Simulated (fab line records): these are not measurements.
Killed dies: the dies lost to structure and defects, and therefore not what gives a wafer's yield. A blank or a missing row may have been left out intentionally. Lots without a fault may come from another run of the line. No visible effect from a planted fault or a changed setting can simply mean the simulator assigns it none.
fab line records    flow nandHarc    part 2 of 2: steps 27 to 37 of 37
[record] lots = 5  wafers = 15  lastDay = 33
route steps=1302 shown P_GATE@185 P_CONTACT@217
lots that met no fault: taken from a fault-free run of the same line
startH: hours from the record's first day to the start of the lot's first wafer shown    waitH: time in hours since the lot's previous step    " same as the row above    L1.1+2: a single row standing in for several wafers    - value missing, or start not given    * or withheld: withheld    < > ~ a bound
route shown NAME@n: names a module that has steps shown in the file, with the first one's number in the route    usual: the fault-free wafers' mean and standard deviation    same: alike in all rows    chamber/n: place in a boat    sites: readings site by site    _std_site: standard deviation across them    _edge_site: outer sites' mean less inner sites'    radiusMm: how far each site lies from the wafer's centre    mask NAME#n: copy n    behind: the tool/chamber that last shaped the wafer    hold: why the lot was held/for how many hours/how that ended    device: the n, p or np transistor that did not switch    end of line: the tests these same wafers got at the end of their route    for a step that has no rows: nothing shown but its recipe    killed: not the wafer's yield, but the dies lost to structure and defects at the first sort    map: shows each die of a wafer: x if killed, . if not, _ if none is there
set.NAME: the setting that was run; set.NAME@STEP: the one run at that earlier step    model.NAME: the simulator's own value behind a step, which no gauge read
lots at some steps of the route; a table a step, a row a wafer
services: the hour from which a tool's chamber was out of use, counted from the record's first day as startH (under 0 if before that day), plus the number of hours and why
[[steps]]
[step NHARC_P_GATE_SPUTTER_78]
[recipe] targetThkA = 100  material = Ni
lot.wafer   tool           chamber  startH  waitH
L074.2+1+6  pvdSputter-01  -        -       -
L085.3+1+4  pvdSputter-03  -        -       -
L092.1+3+4  pvdSputter-02  -        -       -
L093.3+4+6  pvdSputter-01  -        -       -
L096.1+3+5  pvdSputter-01  -        -       -
[step NHARC_P_GATE_SPUTTER_79]
[recipe] targetThkA = 100  material = TiN
lot.wafer   tool           chamber  startH  waitH
L074.2+1+6  pvdSputter-01  -        -       -
L085.1+4+3  pvdSputter-03  -        -       -
L092.4+1+3  pvdSputter-02  -        -       -
L093.3+4+6  pvdSputter-01  -        -       -
L096.1+3+5  pvdSputter-01  -        -       -
[step NHARC_P_GATE_RTA_80]
[recipe] tempC = 300  timeS = 30
[usual] annealTempCMax = 302.4/0.45  lampPowerPct = 1.95/0.11  lamp_zone_7_pct = 2.04/0.11  wafer_temp_C_max = 300.84/0.25
[same] timeS = 30
lot.wafer  tool          chamber  startH  waitH  annealTempCMax  lampPowerPct  lamp_zone_7_pct  wafer_temp_C_max
L074.1     rtpAnneal-01  0        120.85  -      302.5           2.02          2.12             300.91
L074.2     "             0        "       "      302.5           2.02          2.12             301.03
L074.6     "             0        "       "      302.2           2.02          2.12             300.84
L085.1     rtpAnneal-01  0        226.85  -      302.9           2.02          2.12             301.35
L085.3     "             0        "       "      302.3           2.02          2.12             301.29
L085.4     "             0        "       "      302.3           2.02          2.13             300.92
L092.1     rtpAnneal-01  0        295.07  -      302.0           2.03          2.13             300.66
L092.3     "             0        "       "      302.0           2.03          2.12             300.75
L092.4     "             0        "       "      302.2           2.02          2.12             300.44
L093.3     rtpAnneal-01  0        307.58  -      302.8           2.02          2.12             300.88
L093.4     "             0        "       "      302.5           2.02          2.12             301.26
L093.6     "             0        "       "      301.7           2.02          2.12             300.76
L096.1     rtpAnneal-01  0        331.48  -      302.7           2.03          2.13             301.32
L096.3     "             0        "       "      302.3           2.03          2.13             301.32
L096.5     "             0        "       "      301.7           2.03          2.13             301.36
[step NHARC_P_GATE_STRIP_67]
[recipe] timeS = 600  tempC = 130  chemistry = SPM
[same] timeS = 600
lot.wafer   tool         chamber  startH  waitH
L074.2+6+1  wetBench-05  3,5,6    121.05  0.1
L085.1+4+3  wetBench-06  1,2,4    227.05  0.2
L092.4+3+1  wetBench-06  7,1,3    295.28  0.1
L093.4+6+3  wetBench-06  5,6,7    307.73  0.1
L096.1+5+3  wetBench-05  5,7,0    331.68  0.2
[step NHARC_P_GATE_RTA_82]
[recipe] tempC = 450  timeS = 30
[usual] annealTempCMax = 453.6/0.68  lampPowerPct = 3.77/0.22  lamp_zone_6_pct = 3.74/0.22  lamp_zone_7_pct = 3.97/0.23  wafer_temp_C_max = 451.3/0.33
[same] timeS = 30
lot.wafer  tool          chamber  startH  waitH  annealTempCMax  lampPowerPct  lamp_zone_6_pct  lamp_zone_7_pct  wafer_temp_C_max
L074.1     rtpAnneal-02  0        121.30  -      454.8           3.53          3.50             3.72             450.9
L074.2     "             0        "       "      454.6           3.53          3.50             3.72             451.3
L074.6     "             0        "       "      453.7           3.53          3.50             3.72             451.5
L085.1     rtpAnneal-02  0        227.31  -      455.0           3.53          3.51             3.72             451.2
L085.3     "             0        "       "      454.3           3.54          3.50             3.72             451.3
L085.4     "             0        "       "      453.7           3.53          3.51             3.72             451.4
L092.1     rtpAnneal-02  0        295.57  -      453.8           3.53          3.50             3.73             450.6
L092.3     "             0        "       "      454.6           3.53          3.51             3.72             450.4
L092.4     "             0        "       "      453.8           3.53          3.50             3.72             450.8
L093.3     rtpAnneal-01  0        308.04  -      453.4           3.97          3.94             4.18             451.3
L093.4     "             0        "       "      452.5           3.97          3.94             4.18             451.6
L093.6     "             0        "       "      454.1           3.97          3.94             4.17             451.5
L096.1     rtpAnneal-01  0        332.06  -      453.3           3.97          3.94             4.18             451.5
L096.3     "             0        "       "      453.1           3.97          3.94             4.18             451.3
L096.5     "             0        "       "      452.9           3.97          3.94             4.18             451.9
[step NHARC_P_GATE_INSPECT_68]
[usual] rawDefectCount = 190/60
lot.wafer  tool              chamber  startH  waitH  rawDefectCount
L074.1     defectInspect-01  -        121.50  0.2    202
L074.2     "                 -        "       "      227
L074.6     "                 -        "       "      155
L085.1     defectInspect-02  -        227.50  0.2    213
L085.3     "                 -        "       "      219
L085.4     "                 -        "       "      145
L092.1     defectInspect-02  -        295.76  0.2    113
L092.3     "                 -        "       "      187
L092.4     "                 -        "       "      168
L093.3     defectInspect-01  -        308.18  0.1    168
L093.4     "                 -        "       "      142
L093.6     "                 -        "       "      249
L096.1     defectInspect-02  -        332.25  0.2    105
L096.3     "                 -        "       "      121
L096.5     "                 -        "       "      163
[step NHARC_P_CONTACT_DEP_30]
[recipe] targetThkA = 300  tempC = 400  targetThkNm = 30  flowSccm = 200  rfW = 450  material = SiNx
[usual] heaterPowerW = 727/74
lot.wafer  tool      chamber  startH  waitH  heaterPowerW
L074.2     pecvd-02  2        121.57  0.1    748
L074.1     "         1        "       "      676
L074.6     "         1        "       "      654
L085.3     pecvd-01  2        227.61  0.1    695
L085.1     "         0        "       "      824
L085.4     "         2        "       "      725
L092.3     pecvd-03  1        295.83  0.1    832
L092.1     "         0        "       "      780
L092.4     "         2        "       "      711
L093.3     pecvd-01  1        308.32  0.1    717
L093.4     "         2        "       "      705
L093.6     "         1        "       "      711
L096.3     pecvd-02  1        332.36  0.1    654
L096.1     "         2        "       "      711
L096.5     "         0        "       "      648
[step NHARC_P_CONTACT_DEP_00]
[recipe] targetThkA = 5000  tempC = 400  pressureTorr = 6.5  rfW = 900  teosFlowSccm = 161.4  flowSccm = 2650  targetThkNm = 500  gas = O2  material = SiO2
[usual] heaterPowerW = 578/81  throttleValvePct = 16.0/0.74
lot.wafer  tool      chamber  startH  waitH  heaterPowerW  throttleValvePct
L074.2     pecvd-02  2        -       -      669           14.7
L074.1     "         1        "       "      416           16.7
L074.6     "         1        "       "      440           16.5
L085.3     pecvd-01  2        -       -      602           15.9
L085.1     "         0        "       "      562           15.2
L085.4     "         2        "       "      459           15.7
L092.3     pecvd-03  1        -       -      518           16.8
L092.1     "         0        "       "      645           15.6
L092.4     "         2        "       "      678           15.8
L093.3     pecvd-01  1        -       -      496           15.4
L093.4     "         2        "       "      531           15.9
L093.6     "         1        "       "      535           15.5
L096.3     pecvd-02  1        -       -      534           16.9
L096.1     "         2        "       "      585           15.0
L096.5     "         0        "       "      550           16.3
[step NHARC_P_CONTACT_CMP_01]
[recipe] targetThkNm = 200  material = SiO2
[usual] motorCurrentA = 12.5/1.4
lot.wafer  tool    chamber  startH  waitH  motorCurrentA
L074.1     cmp-03  0        122.28  -      10.5
L074.2     "       3        "       "      12.9
L074.6     "       1        "       "      11.8
L085.4     cmp-02  3        228.28  -      11.7
L085.1     "       0        "       "      11.2
L085.3     "       1        "       "      12.9
L092.4     cmp-02  0        296.56  -      11.6
L092.3     "       1        "       "      13.3
L092.1     "       2        "       "      11.3
L093.3     cmp-03  3        308.95  -      13.2
L093.4     "       0        "       "      10.2
L093.6     "       3        "       "      13.3
L096.3     cmp-01  0        333.03  -      13.1
L096.1     "       1        "       "      15.7
L096.5     "       0        "       "      12.9
[step NHARC_P_CONTACT_SRD_03]
lot.wafer   tool         chamber  startH  waitH
L074.1+2+6  wetBench-02  0,2,5    122.58  0.0
L085.1+3+4  wetBench-03  5,6,7    228.58  0.0
L092.3+4+1  wetBench-02  3,4,6    296.83  0.0
L093.6+4+3  wetBench-09  3,5,7    309.26  0.0
L096.3+5+1  wetBench-02  1,3,5    333.33  0.0
[step NHARC_P_CONTACT_DEHYDRATE_04]
[recipe] tempC = 150  timeS = 120
[usual] resistLineTempC = 23.01/0.13
[same] timeS = 120
lot.wafer  tool           chamber  startH  waitH  resistLineTempC
L074.1     lithoTrack-04  0        122.67  0.1    22.90
L074.2     "              0        "       "      22.88
L074.6     "              0        "       "      22.99
L085.1     lithoTrack-01  0        228.69  0.1    23.26
L085.3     "              0        "       "      23.14
L085.4     "              0        "       "      23.21
L092.1     lithoTrack-01  0        296.92  0.1    23.20
L092.3     "              0        "       "      22.97
L092.4     "              0        "       "      23.03
L093.3     lithoTrack-06  0        309.34  0.1    22.96
L093.4     "              0        "       "      23.01
L093.6     "              0        "       "      22.97
L096.1     lithoTrack-04  0        333.41  0.1    22.84
L096.3     "              0        "       "      22.79
L096.5     "              0        "       "      22.97
[[services]]
tool            chamber  startH  hours  kind
plasmaAsher-02  -        96.43   2.5    repair
pvdSputter-02   -        98.25   8.5    repair
lithoTrack-03   -        100.00  7.0    pm
pecvd-01        -        101.66  2.8    repair
plasmaAsher-01  -        114.67  1.2    repair
pvdSputter-02   -        117.84  10.0   pm
lithoTrack-05   -        124.00  7.0    pm
rieDiel-06      -        130.20  9.0    pm
implanter-02    -        146.00  13.0   pm
plasmaAsher-01  -        158.53  9.1    repair
wetBench-06     -        193.60  8.0    pm
plasmaAsher-01  -        199.96  2.1    repair
pvdSputter-01   -        226.03  10.0   pm
lithoTrack-02   -        227.00  7.0    pm
implanter-02    -        235.74  3.0    repair
plasmaAsher-02  -        249.87  9.0    pm
wetBench-05     -        260.80  8.0    pm
lithoTrack-03   -        275.00  7.0    pm
plasmaAsher-01  -        279.63  2.8    repair
wetBench-05     -        286.16  2.8    repair
implanter-02    -        298.25  0.5    repair
lithoTrack-05   -        299.00  7.0    pm
plasmaAsher-01  -        315.16  2.2    repair
pvdSputter-01   -        322.53  0.6    repair
